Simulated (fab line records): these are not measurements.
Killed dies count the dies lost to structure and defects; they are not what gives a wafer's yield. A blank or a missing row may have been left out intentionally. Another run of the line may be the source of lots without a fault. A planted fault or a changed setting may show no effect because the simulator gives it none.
fab line records	flow n5Finfet
[record] lots = 24	wafers = 72	lastDay = 20
route steps=1938 shown HKMG_FIN@432 GATE_CUT@466
lots that met no fault: from a run of the same line without faults
startH: hours from the record's first day to the start of the lot's first wafer shown	waitH: hours elapsed since this lot's preceding step	" as in the row above	L1.1+2: several wafers, shown together as one row	- value missing, or start not given	* or withheld: withheld	< > ~ a bound
route shown NAME@n: names a module that has steps shown in the file, with the first one's number in the route	usual: mean and standard deviation over wafers with no fault	same: alike in all rows	chamber/n: place in a boat	sites: per-site readings	_std_site: standard deviation across them	_edge_site: the outer-site mean with the inner-site mean subtracted	radiusMm: how far each site lies from the wafer's centre	mask NAME#n: copy n	behind: the tool/chamber that last shaped the wafer	hold: why the lot went on hold/how many hours it stayed there/how the hold came to an end	device: the n, p or np transistor that did not switch	end of line: tests of these same wafers at the route's end	a step given without rows: its recipe and nothing more	killed: dies that structure and defects cost at the first sort, which is not the same as the wafer's yield	map: a wafer's dies, marking killed ones x, the rest . and places with no die _
set.NAME: setting as actually run; set.NAME@STEP: the setting as run at that earlier step	model.NAME: the simulator's own value behind a step, which no gauge read
route steps across a sampled set of lots; one table per step, one row per wafer
services: the hour from which a tool's chamber was out of use, counted from the record's first day as startH (under 0 if before that day), plus the number of hours and why
[[steps]]
[step N5_HKMG_FIN_INSPECT_14]
[recipe] mode = adi	inspectInstrument = macro
[usual] rawDefectCount = 2.2/1.5
lot.wafer	tool	chamber	startH	waitH	rawDefectCount
L074.2	defectInspect-01	-	75.52	0.0	1
L074.3	"	-	"	"	2
L074.4	"	-	"	"	2
L075.1	defectInspect-01	-	84.50	0.0	0
L075.4	"	-	"	"	2
L075.5	"	-	"	"	2
L076.3	defectInspect-01	-	92.15	0.0	2
L076.4	"	-	"	"	2
L076.5	"	-	"	"	2
L077.3	defectInspect-01	-	98.82	0.0	2
L077.4	"	-	"	"	6
L077.5	"	-	"	"	2
L078.1	defectInspect-01	-	99.84	0.0	2
L078.3	"	-	"	"	1
L078.5	"	-	"	"	3
L079.3	defectInspect-01	-	106.98	0.0	2
L079.4	"	-	"	"	1
L079.6	"	-	"	"	4
L080.2	defectInspect-02	-	112.08	0.0	2
L080.4	"	-	"	"	1
L080.6	"	-	"	"	1
L081.2	defectInspect-01	-	121.71	0.0	0
L081.3	"	-	"	"	0
L081.5	"	-	"	"	1
L082.1	defectInspect-01	-	128.20	0.0	1
L082.4	"	-	"	"	7
L082.6	"	-	"	"	2
L083.1	defectInspect-02	-	134.72	0.0	3
L083.2	"	-	"	"	4
L083.6	"	-	"	"	1
L084.2	defectInspect-01	-	137.57	0.0	4
L084.4	"	-	"	"	3
L084.5	"	-	"	"	2
L085.1	defectInspect-01	-	145.23	0.0	1
L085.3	"	-	"	"	4
L085.6	"	-	"	"	0
L086.2	defectInspect-02	-	148.26	0.0	1
L086.3	"	-	"	"	3
L086.4	"	-	"	"	3
L087.3	defectInspect-01	-	156.11	0.0	3
L087.4	"	-	"	"	1
L087.5	"	-	"	"	2
L088.3	defectInspect-02	-	160.15	0.0	3
L088.5	"	-	"	"	4
L088.6	"	-	"	"	1
L089.1	defectInspect-01	-	164.95	0.0	3
L089.3	"	-	"	"	2
L089.4	"	-	"	"	2
L090.1	defectInspect-01	-	171.53	0.0	2
L090.2	"	-	"	"	1
L090.6	"	-	"	"	0
L091.3	defectInspect-02	-	176.37	0.0	3
L091.4	"	-	"	"	4
L091.5	"	-	"	"	1
L092.1	defectInspect-01	-	183.50	0.0	1
L092.3	"	-	"	"	3
L092.6	"	-	"	"	2
L093.3	defectInspect-01	-	189.08	0.0	3
L093.5	"	-	"	"	2
L093.6	"	-	"	"	1
L094.2	defectInspect-02	-	197.61	0.0	2
L094.3	"	-	"	"	1
L094.6	"	-	"	"	0
L095.1	defectInspect-01	-	200.41	0.2	5
L095.2	"	-	"	"	1
L095.3	"	-	"	"	2
L096.1	defectInspect-01	-	206.38	0.0	2
L096.2	"	-	"	"	0
L096.4	"	-	"	"	2
L097.3	defectInspect-02	-	211.48	0.0	0
L097.5	"	-	"	"	0
L097.6	"	-	"	"	2
[step N5_HKMG_FIN_NWFM_ALD_20]
[recipe] material = TiAlC	targetThkA = 20	tempC = 300	aldPrecursorFamily = TiCl4	aldCoReactant = TEA	pulseTimeS = 3	purgeTimeS = 2	coReactantPurgeTimeS = 2	coReactantPulseTimeS = 10	aldCycles = 7	pressureTorr = 3
[usual] heaterPowerOuterW = 271/30	heaterPowerW = 487/52	precursorPulseHeightRel = 1.001/0.021
[same] coReactantPurgeTimeS = 2
lot.wafer	tool	chamber	startH	waitH	heaterPowerOuterW	heaterPowerW	precursorPulseHeightRel
L074.2	aldMetal-04	2	77.51	0.3	231	445	0.992
L074.3	"	3	"	"	271	503	1.000
L074.4	"	1	"	"	253	447	1.030
L075.1	aldMetal-02	2	86.50	0.3	276	468	1.014
L075.4	"	1	"	"	265	449	0.986
L075.5	"	2	"	"	268	459	0.991
L076.3	aldMetal-01	1	94.15	0.1	240	420	1.000
L076.4	"	0	"	"	279	473	0.981
L076.5	"	1	"	"	246	424	1.019
L077.3	aldMetal-02	2	101.29	0.1	269	463	1.006
L077.4	"	0	"	"	324	600	0.966
L077.5	"	2	"	"	272	467	0.981
L078.1	aldMetal-04	1	102.02	0.3	243	461	1.019
L078.3	"	2	"	"	238	449	0.979
L078.5	"	1	"	"	245	463	0.969
L079.3	aldMetal-01	0	109.03	0.1	276	482	0.951
L079.4	"	3	"	"	307	534	0.992
L079.6	"	3	"	"	300	559	0.960
L080.2	aldMetal-02	0	114.62	0.3	326	587	0.986
L080.4	"	2	"	"	283	471	0.974
L080.6	"	2	"	"	276	475	0.985
L081.2	aldMetal-02	1	123.71	0.3	257	435	0.985
L081.3	"	3	"	"	291	516	1.033
L081.5	"	2	"	"	269	482	0.999
L082.1	aldMetal-02	0	130.20	0.3	324	591	1.042
L082.4	"	3	"	"	287	499	1.003
L082.6	"	3	"	"	293	515	0.961
L083.1	aldMetal-01	3	136.92	0.3	298	548	1.029
L083.2	"	1	"	"	239	424	0.985
L083.6	"	2	"	"	223	432	0.964
L084.2	aldMetal-02	1	139.57	0.3	269	437	0.985
L084.4	"	0	"	"	330	600	1.007
L084.5	"	3	"	"	279	503	1.024
L085.1	aldMetal-04	1	147.47	0.3	247	468	0.999
L085.3	"	2	"	"	232	448	0.998
L085.6	"	3	"	"	273	492	0.991
L086.2	aldMetal-01	2	150.24	0.3	219	426	0.996
L086.3	"	3	"	"	295	548	0.963
L086.4	"	0	"	"	275	485	1.022
L087.3	aldMetal-01	2	158.21	0.1	220	427	1.002
L087.4	"	0	"	"	278	483	1.018
L087.5	"	0	"	"	275	472	0.983
L088.3	aldMetal-02	0	162.43	0.1	325	582	0.994
L088.5	"	0	"	"	328	598	1.038
L088.6	"	1	"	"	263	450	0.976
L089.1	aldMetal-02	3	166.94	0.3	285	487	1.029
L089.3	"	0	"	"	322	592	1.009
L089.4	"	2	"	"	277	470	0.993
L090.1	aldMetal-01	0	173.59	0.3	270	481	0.987
L090.2	"	3	"	"	300	549	1.005
L090.6	"	3	"	"	300	548	1.044
L091.3	aldMetal-04	2	178.36	0.1	233	452	1.022
L091.4	"	0	"	"	312	548	0.958
L091.5	"	2	"	"	237	445	1.014
L092.1	aldMetal-01	0	185.50	0.3	279	474	0.980
L092.3	"	2	"	"	222	437	1.018
L092.6	"	1	"	"	243	427	0.968
L093.3	aldMetal-02	0	191.16	0.1	325	584	1.024
L093.5	"	3	"	"	284	505	0.980
L093.6	"	0	"	"	321	602	1.012
L094.2	aldMetal-01	3	199.69	0.3	307	558	1.008
L094.3	"	0	"	"	278	466	1.019
L094.6	"	1	"	"	238	423	0.983
L095.1	aldMetal-04	2	202.40	0.3	241	444	0.985
L095.2	"	3	"	"	272	509	1.009
L095.3	"	0	"	"	312	577	0.981
L096.1	aldMetal-01	3	208.42	0.3	301	532	0.996
L096.2	"	0	"	"	273	476	1.018
L096.4	"	2	"	"	223	433	0.958
L097.3	aldMetal-04	2	213.56	0.1	231	442	0.996
L097.5	"	1	"	"	249	463	0.975
L097.6	"	2	"	"	238	451	0.999
[step N5_HKMG_FIN_CMP_94]
[recipe] stopOn = SiNx	postCmpClean = wDiluteNh4oh	tOverpolishS = 4.7	downForcePsi = 4	platenRpm = 50.289	padVelocityMS = 1.0006	targetThkNm = 43.299
[usual] motorCurrentA = 12.0/1.6
lot.wafer	tool	chamber	startH	waitH	motorCurrentA
L074.3	cmp-01	2	79.79	0.4	16.0
L074.2	"	0	"	"	13.8
L074.4	"	1	"	"	10.2
L075.4	cmp-04	1	88.93	0.3	10.2
L075.1	"	3	"	"	14.4
L075.5	"	0	"	"	11.7
L076.3	cmp-01	2	96.40	0.3	15.4
L076.4	"	3	"	"	11.5
L076.5	"	0	"	"	13.3
L077.3	cmp-01	1	103.56	0.3	10.3
L077.4	"	3	"	"	11.7
L077.5	"	0	"	"	14.0
L078.1	cmp-03	3	104.30	0.3	12.2
L078.3	"	0	"	"	11.5
L078.5	"	2	"	"	11.8
L079.3	cmp-03	2	111.30	0.3	11.0
L079.4	"	3	"	"	12.0
L079.6	"	0	"	"	11.6
L080.4	cmp-03	2	116.98	0.4	11.3
L080.2	"	3	"	"	11.2
L080.6	"	2	"	"	10.5
L081.3	cmp-01	2	125.99	0.4	15.3
L081.2	"	0	"	"	14.0
L081.5	"	3	"	"	11.6
L082.4	cmp-03	2	132.40	0.4	11.5
L082.1	"	1	"	"	10.3
L082.6	"	3	"	"	12.1
L083.1	cmp-04	3	139.24	0.3	15.3
L083.2	"	1	"	"	10.4
L083.6	"	2	"	"	12.8
L084.2	cmp-03	2	141.89	0.4	12.4
L084.4	"	0	"	"	11.2
L084.5	"	2	"	"	11.4
L085.1	cmp-01	3	149.75	0.4	11.3
L085.3	"	1	"	"	10.5
L085.6	"	0	"	"	14.0
L086.4	cmp-03	0	152.56	0.4	11.9
L086.2	"	1	"	"	11.2
L086.3	"	3	"	"	11.5
L087.4	cmp-01	2	160.67	0.3	14.4
L087.3	"	3	"	"	10.8
L087.5	"	2	"	"	14.9
L088.3	cmp-03	0	164.78	0.3	11.6
L088.5	"	3	"	"	11.7
L088.6	"	0	"	"	11.3
L089.3	cmp-01	3	169.13	0.4	10.6
L089.4	"	0	"	"	13.9
L089.1	"	2	"	"	15.6
L090.1	cmp-01	1	175.89	0.3	9.9
L090.2	"	2	"	"	15.4
L090.6	"	1	"	"	10.4
L091.3	cmp-03	2	180.56	0.4	11.5
L091.4	"	3	"	"	11.7
L091.5	"	3	"	"	12.1
L092.1	cmp-01	1	187.76	0.3	10.2
L092.3	"	2	"	"	14.9
L092.6	"	3	"	"	10.5
L093.3	cmp-03	0	193.40	0.3	11.5
L093.6	"	3	"	"	11.9
L093.5	"	0	"	"	11.9
L094.3	cmp-01	1	201.92	0.3	10.5
L094.2	"	3	"	"	10.8
L094.6	"	0	"	"	15.0
L095.2	cmp-04	1	204.59	0.4	10.3
L095.1	"	2	"	"	12.1
L095.3	"	3	"	"	14.2
L096.1	cmp-04	1	210.64	0.4	10.1
L096.2	"	2	"	"	12.1
L096.4	"	0	"	"	11.7
L097.3	cmp-01	1	215.92	0.2	9.9
L097.5	"	2	"	"	14.9
L097.6	"	3	"	"	11.8
[step N5_GATE_CUT_ETCH_56]
[recipe] chemistry = Cl2/Ar	target = TiN	targetDepthA = 216	pressureMtorr = 10	icpW = 600	biasW = 60	Cl2_flow_sccm = 40	Ar_flow_sccm = 60
[usual] drypumpMotorCurrentA = 5.5/0.57	oes_ar_750_au = 0.79/0.12	oesProductAu = 0.78/0.12	throttleValvePct = 20.72/0.17
lot.wafer	tool	chamber	startH	waitH	drypumpMotorCurrentA	oes_ar_750_au	oesProductAu	rfHoursCounterH	throttleValvePct
L074.2	rieMetal-01	0	80.17	0.1	5.0	0.92	0.91	14	20.79
L074.3	"	1	"	"	5.7	0.82	0.83	-	20.46
L074.4	"	0	"	"	5.0	0.92	0.92	-	20.76
L075.1	rieMetal-03	0	89.29	0.1	5.1	0.83	0.84	28	20.96
L075.4	"	0	"	"	5.1	0.83	0.84	-	20.97
L075.5	"	1	"	"	6.0	0.66	0.66	-	20.61
L076.3	rieMetal-02	0	96.76	0.1	4.8	0.64	0.63	-	20.70
L076.4	"	1	"	"	6.4	0.98	0.95	-	20.91
L076.5	"	1	"	"	6.4	0.98	0.96	-	20.90
L077.3	rieMetal-02	1	103.94	0.1	6.4	0.98	0.95	-	20.91
L077.4	"	0	"	"	4.9	0.64	0.63	-	20.70
L077.5	"	0	"	"	4.9	0.64	0.63	-	20.70
L078.1	rieMetal-01	0	104.62	0.1	5.0	0.92	0.91	15	20.77
L078.3	"	0	"	"	4.9	0.92	0.90	-	20.78
L078.5	"	0	"	"	4.9	0.91	0.90	-	20.77
L079.3	rieMetal-01	1	111.66	0.1	5.6	0.81	0.82	-	20.45
L079.4	"	0	"	"	4.9	0.91	0.89	-	20.78
L079.6	"	0	"	"	4.9	0.92	0.89	-	20.77
L080.2	rieMetal-02	0	117.36	0.1	4.8	0.63	0.62	111	20.71
L080.4	"	1	"	"	6.4	0.97	0.95	-	20.91
L080.6	"	0	"	"	4.8	0.64	0.62	-	20.69
L081.2	rieMetal-03	1	126.38	0.1	6.0	0.65	0.66	97	20.61
L081.3	"	0	"	"	5.2	0.83	0.84	-	20.96
L081.5	"	1	"	"	6.0	0.65	0.65	-	20.61
L082.1	rieMetal-01	1	132.79	0.1	5.7	0.81	0.83	24	20.47
L082.4	"	1	"	"	5.7	0.81	0.82	-	20.48
L082.6	"	1	"	"	5.7	0.81	0.82	-	20.48
L083.1	rieMetal-01	1	139.85	0.1	5.6	0.81	0.81	26	20.46
L083.2	"	0	"	"	4.9	0.90	0.87	19	20.79
L083.6	"	0	"	"	4.9	0.91	0.88	-	20.78
L084.2	rieMetal-02	0	142.27	0.1	4.9	0.63	0.62	115	20.71
L084.4	"	0	"	"	4.8	0.63	0.62	-	20.71
L084.5	"	0	"	"	4.8	0.62	0.62	-	20.73
L085.1	rieMetal-03	1	150.26	0.2	6.0	0.65	0.64	98	20.63
L085.3	"	1	"	"	6.0	0.65	0.65	-	20.63
L085.6	"	1	"	"	6.0	0.65	0.65	-	20.64
L086.2	rieMetal-02	0	152.95	0.1	4.8	0.63	0.62	117	20.73
L086.3	"	1	"	"	6.4	0.94	0.91	-	20.93
L086.4	"	0	"	"	4.8	0.63	0.61	-	20.72
L087.3	rieMetal-02	0	161.05	0.1	4.8	0.62	0.61	-	20.73
L087.4	"	1	"	"	6.4	0.93	0.90	-	20.93
L087.5	"	1	"	"	6.4	0.93	0.91	-	20.94
L088.3	rieMetal-03	1	165.32	0.2	6.0	0.65	0.65	-	20.62
L088.5	"	1	"	"	6.0	0.65	0.65	-	20.61
L088.6	"	1	"	"	6.0	0.64	0.65	-	20.62
L089.1	rieMetal-02	1	169.52	0.1	6.4	0.93	0.90	13	20.94
L089.3	"	1	"	"	6.4	0.92	0.90	-	20.93
L089.4	"	0	"	"	4.8	0.62	0.61	-	20.73
L090.1	rieMetal-01	1	176.25	0.1	5.6	0.80	0.79	29	20.50
L090.2	"	0	"	"	5.0	0.88	0.87	23	20.80
L090.6	"	0	"	"	4.9	0.89	0.86	-	20.79
L091.3	rieMetal-01	0	180.97	0.1	5.0	0.88	0.86	-	20.80
L091.4	"	1	"	"	5.7	0.80	0.79	-	20.49
L091.5	"	1	"	"	5.6	0.80	0.79	-	20.48
L092.1	rieMetal-03	1	188.10	0.1	6.0	0.64	0.64	102	20.64
L092.3	"	1	"	"	6.0	0.65	0.64	-	20.63
L092.6	"	1	"	"	6.0	0.64	0.64	-	20.63
L093.3	rieMetal-02	1	193.78	0.1	6.4	0.92	0.88	-	20.95
L093.5	"	1	"	"	6.4	0.92	0.89	-	20.93
L093.6	"	0	"	"	4.8	0.62	0.60	-	20.74
L094.2	rieMetal-03	0	202.27	0.1	5.1	0.81	0.82	34	20.98
L094.3	"	0	"	"	5.1	0.82	0.82	-	20.99
L094.6	"	0	"	"	5.1	0.81	0.82	-	21.00
L095.1	rieMetal-01	1	204.98	0.1	5.6	0.79	0.79	31	20.49
L095.2	"	0	"	"	4.9	0.88	0.85	24	20.79
L095.3	"	1	"	"	5.6	0.79	0.80	-	20.47
L096.1	rieMetal-01	1	211.03	0.1	5.6	0.79	0.80	31	20.47
L096.2	"	0	"	"	4.9	0.88	0.86	25	20.79
L096.4	"	0	"	"	4.9	0.88	0.86	-	20.80
L097.3	rieMetal-01	1	216.24	0.1	5.6	0.79	0.78	-	20.49
L097.5	"	0	"	"	4.9	0.88	0.85	-	20.81
L097.6	"	1	"	"	5.6	0.79	0.79	-	20.49
[step N5_GATE_CUT_ETCHBACK_30]
[recipe] chemistry = Cl2/Ar	target = TiN	targetDepthA = 30	mode = isotropic	pressureMtorr = 10	icpW = 600	biasW = 60	Cl2_flow_sccm = 40	Ar_flow_sccm = 60
[usual] drypumpMotorCurrentA = 5.5/0.56	oes_ar_750_au = 0.79/0.12	oesProductAu = 0.79/0.12	throttleValvePct = 20.72/0.17
lot.wafer	tool	chamber	startH	waitH	drypumpMotorCurrentA	oes_ar_750_au	oesProductAu	rfHoursCounterH	throttleValvePct
L074.2	rieMetal-01	0	80.26	0.1	5.0	0.93	0.90	14	20.78
L074.3	"	1	"	"	5.7	0.83	0.83	-	20.48
L074.4	"	0	"	"	5.0	0.92	0.91	-	20.77
L075.1	rieMetal-03	0	89.38	0.1	5.1	0.84	0.85	28	20.94
L075.4	"	0	"	"	5.1	0.84	0.85	-	20.96
L075.5	"	1	"	"	6.0	0.66	0.66	-	20.61
L076.3	rieMetal-02	0	96.83	0.0	4.8	0.63	0.63	-	20.70
L076.4	"	1	"	"	6.4	0.98	0.97	-	20.90
L076.5	"	1	"	"	6.4	0.98	0.97	-	20.90
L077.3	rieMetal-02	1	104.01	0.0	6.3	0.98	0.95	-	20.90
L077.4	"	0	"	"	4.8	0.63	0.63	-	20.68
L077.5	"	0	"	"	4.9	0.64	0.63	-	20.69
L078.1	rieMetal-01	0	104.71	0.1	5.0	0.93	0.90	15	20.78
L078.3	"	0	"	"	5.0	0.91	0.91	-	20.74
L078.5	"	0	"	"	5.0	0.92	0.90	-	20.78
L079.3	rieMetal-01	1	111.73	0.0	5.6	0.82	0.82	-	20.46
L079.4	"	0	"	"	4.9	0.91	0.90	-	20.77
L079.6	"	0	"	"	5.0	0.92	0.90	-	20.77
L080.2	rieMetal-02	0	117.45	0.1	4.9	0.64	0.62	111	20.70
L080.4	"	1	"	"	6.4	0.97	0.94	-	20.91
L080.6	"	0	"	"	4.9	0.63	0.62	-	20.71
L081.2	rieMetal-03	1	126.47	0.1	6.0	0.65	0.65	97	20.61
L081.3	"	0	"	"	5.1	0.82	0.84	-	20.96
L081.5	"	1	"	"	6.0	0.65	0.65	-	20.61
L082.1	rieMetal-01	1	132.88	0.1	5.7	0.82	0.82	24	20.46
L082.4	"	1	"	"	5.6	0.81	0.82	-	20.48
L082.6	"	1	"	"	5.6	0.81	0.80	-	20.47
L083.1	rieMetal-01	1	139.94	0.1	5.6	0.81	0.82	26	20.48
L083.2	"	0	"	"	5.0	0.90	0.88	19	20.79
L083.6	"	0	"	"	5.0	0.90	0.89	-	20.77
L084.2	rieMetal-02	0	142.36	0.1	4.9	0.63	0.61	115	20.74
L084.4	"	0	"	"	4.9	0.63	0.61	-	20.71
L084.5	"	0	"	"	4.8	0.63	0.61	-	20.74
L085.1	rieMetal-03	1	150.44	0.1	6.0	0.65	0.65	98	20.61
L085.3	"	1	"	"	6.0	0.65	0.65	-	20.63
L085.6	"	1	"	"	6.0	0.65	0.66	-	20.61
L086.2	rieMetal-02	0	153.04	0.1	4.9	0.63	0.62	117	20.73
L086.3	"	1	"	"	6.3	0.93	0.91	-	20.93
L086.4	"	0	"	"	4.9	0.63	0.62	-	20.70
L087.3	rieMetal-02	0	161.12	0.0	4.8	0.63	0.61	-	20.73
L087.4	"	1	"	"	6.4	0.92	0.90	-	20.93
L087.5	"	1	"	"	6.4	0.93	0.90	-	20.94
L088.3	rieMetal-03	1	165.46	0.1	6.0	0.64	0.65	-	20.62
L088.5	"	1	"	"	6.0	0.65	0.65	-	20.63
L088.6	"	1	"	"	6.0	0.65	0.65	-	20.62
L089.1	rieMetal-02	1	169.61	0.1	6.3	0.93	0.90	13	20.94
L089.3	"	1	"	"	6.3	0.93	0.90	-	20.95
L089.4	"	0	"	"	4.8	0.62	0.62	-	20.73
L090.1	rieMetal-01	1	176.34	0.1	5.6	0.80	0.80	29	20.47
L090.2	"	0	"	"	5.0	0.89	0.87	23	20.79
L090.6	"	0	"	"	5.0	0.89	0.86	-	20.81
L091.3	rieMetal-01	0	181.04	0.0	5.0	0.89	0.87	-	20.79
L091.4	"	1	"	"	5.6	0.80	0.80	-	20.48
L091.5	"	1	"	"	5.7	0.80	0.80	-	20.48
L092.1	rieMetal-03	1	188.19	0.1	6.0	0.64	0.65	102	20.63
L092.3	"	1	"	"	6.0	0.64	0.64	-	20.64
L092.6	"	1	"	"	6.0	0.64	0.64	-	20.63
L093.3	rieMetal-02	1	193.85	0.0	6.4	0.92	0.90	-	20.93
L093.5	"	1	"	"	6.4	0.92	0.89	-	20.94
L093.6	"	0	"	"	4.9	0.62	0.61	-	20.73
L094.2	rieMetal-03	0	202.36	0.1	5.2	0.82	0.83	34	20.98
L094.3	"	0	"	"	5.1	0.82	0.81	-	20.98
L094.6	"	0	"	"	5.2	0.82	0.82	-	21.00
L095.1	rieMetal-01	1	205.07	0.1	5.7	0.80	0.80	31	20.49
L095.2	"	0	"	"	5.0	0.87	0.85	24	20.80
L095.3	"	1	"	"	5.6	0.79	0.80	-	20.49
L096.1	rieMetal-01	1	211.12	0.1	5.6	0.79	0.79	31	20.50
L096.2	"	0	"	"	5.0	0.88	0.86	25	20.79
L096.4	"	0	"	"	5.0	0.88	0.86	-	20.79
L097.3	rieMetal-01	1	216.31	0.0	5.6	0.79	0.80	-	20.50
L097.5	"	0	"	"	5.0	0.87	0.85	-	20.80
L097.6	"	1	"	"	5.7	0.79	0.79	-	20.49
[step N5_GATE_CUT_SAC_CAP_01]
[recipe] material = SiNx	targetThkA = 240	tempC = 400	aldPrecursorFamily = SiH2I2	aldCoReactant = N2/H2-plasma	pulseTimeS = 1	aldCycles = 480	purgeTimeS = 2	coReactantPurgeTimeS = 2	pressureTorr = 2
[usual] heaterPowerOuterW = 525/60	heaterPowerW = 854/80	precursorPulseHeightRel = 1.003/0.02
[same] coReactantPurgeTimeS = 2
lot.wafer	tool	chamber	startH	waitH	heaterPowerOuterW	heaterPowerW	precursorPulseHeightRel
L074.2	aldSin-04	1	80.66	0.0	643	949	0.986
L074.3	"	3	"	"	451	698	1.017
L074.4	"	0	"	"	505	825	1.039
L075.1	aldSin-01	3	90.08	0.3	484	750	1.010
L075.4	"	1	"	"	607	953	1.023
L075.5	"	1	91.17	1.4	609	998	1.025
L076.3	aldSin-01	0	97.54	0.0	498	833	0.999
L076.4	"	1	"	"	604	976	0.984
L076.5	"	3	98.63	1.1	472	769	0.996
L077.3	aldSin-03	3	104.51	0.0	465	774	0.990
L077.4	"	3	105.60	1.1	458	804	1.002
L077.5	"	2	"	"	542	921	1.063
L078.1	aldSin-04	0	106.04	0.8	506	806	1.001
L078.3	"	2	"	"	565	901	1.000
L078.5	"	0	107.13	1.9	507	817	0.988
L079.3	aldSin-04	1	112.14	0.0	622	913	1.008
L079.4	"	2	"	"	546	888	0.976
L079.6	"	1	113.23	1.1	611	946	1.009
L080.2	aldSin-03	0	117.89	0.0	398	722	0.994
L080.4	"	0	118.97	1.1	413	723	0.974
L080.6	"	1	"	"	558	900	1.003
L081.2	aldSin-03	1	127.19	0.3	558	901	0.996
L081.3	"	2	"	"	546	940	0.986
L081.5	"	0	128.27	1.4	400	718	1.016
L082.1	aldSin-04	3	133.28	0.0	462	716	1.027
L082.4	"	0	"	"	506	836	1.027
L082.6	"	0	134.37	1.1	485	808	1.032
L083.1	aldSin-01	2	140.35	0.0	556	847	0.981
L083.2	"	1	"	"	603	961	1.001
L083.6	"	2	141.44	1.1	556	874	1.015
L084.2	aldSin-03	3	142.76	0.0	462	816	1.019
L084.4	"	2	143.85	1.1	543	898	0.965
L084.5	"	3	"	"	466	800	1.004
L085.1	aldSin-03	0	150.92	0.0	413	736	1.025
L085.3	"	2	"	"	550	941	0.969
L085.6	"	1	152.01	1.1	568	920	1.002
L086.2	aldSin-01	0	153.44	0.0	490	824	1.002
L086.3	"	1	"	"	610	1011	1.027
L086.4	"	0	154.52	1.1	489	864	1.006
L087.3	aldSin-03	0	161.51	0.0	396	716	0.976
L087.4	"	3	"	"	469	810	0.993
L087.5	"	1	162.60	1.1	546	903	0.987
L088.3	aldSin-04	0	166.65	0.8	501	815	0.991
L088.5	"	0	167.74	1.9	483	779	0.981
L088.6	"	3	"	"	466	735	1.031
L089.1	aldSin-04	0	170.06	0.0	495	797	1.007
L089.3	"	2	"	"	545	912	1.010
L089.4	"	1	"	"	622	944	1.006
L090.1	aldSin-03	1	176.75	0.0	558	892	0.999
L090.2	"	2	"	"	561	931	1.021
L090.6	"	2	177.84	1.1	549	955	1.033
L091.3	aldSin-01	3	182.24	0.8	481	759	1.020
L091.4	"	2	"	"	550	869	1.024
L091.5	"	1	183.32	1.9	600	979	0.977
L092.1	aldSin-01	1	188.73	0.1	619	966	0.957
L092.3	"	0	"	"	510	836	1.005
L092.6	"	3	189.82	1.2	497	766	0.978
L093.3	aldSin-04	1	194.24	0.0	614	952	1.016
L093.5	"	3	195.33	1.1	460	720	0.994
L093.6	"	0	"	"	490	807	1.035
L094.2	aldSin-01	0	202.85	0.1	512	819	1.005
L094.3	"	1	"	"	601	961	0.998
L094.6	"	2	203.93	1.2	548	856	1.013
L095.1	aldSin-03	1	205.47	0.0	553	905	0.976
L095.2	"	2	"	"	542	935	1.021
L095.3	"	0	"	"	416	729	1.009
L096.1	aldSin-01	1	211.52	0.0	607	994	0.994
L096.2	"	3	"	"	484	758	0.977
L096.4	"	0	"	"	507	839	1.008
L097.3	aldSin-01	0	216.70	0.0	502	836	1.034
L097.5	"	2	217.79	1.1	555	843	1.003
L097.6	"	3	"	"	485	774	1.026
[[services]]
tool	chamber	startH	hours	kind
aldSin-04	3	56.55	7.1	repair
cmp-01	-	57.06	1.1	repair
aldSin-03	-	61.67	1.2	repair
cmp-01	-	63.07	4.0	pm
cmp-04	-	66.13	3.9	repair
cmp-01	-	68.71	1.8	repair
cmp-03	-	75.73	4.0	pm
cmp-03	-	83.08	5.4	pm
aldSin-03	3	83.57	6.5	repair
aldSin-04	-	85.25	14.0	pm
cmp-04	-	108.72	1.5	repair
aldMetal-01	2	109.38	21.7	repair
aldSin-03	3	111.15	14.7	repair
aldMetal-02	0	120.58	4.2	repair
aldSin-01	3	131.40	31.4	repair
rieMetal-03	-	132.29	15.6	pm
aldMetal-01	-	139.11	0.6	repair
cmp-01	-	141.47	0.4	repair
rieMetal-03	0	148.66	21.8	repair
cmp-03	-	177.04	1.1	repair
cmp-03	-	183.75	0.2	repair
aldSin-03	2	191.18	3.0	repair
rieMetal-02	1	199.28	6.9	repair
aldMetal-02	3	215.35	28.4	repair
[[key]]
fault none
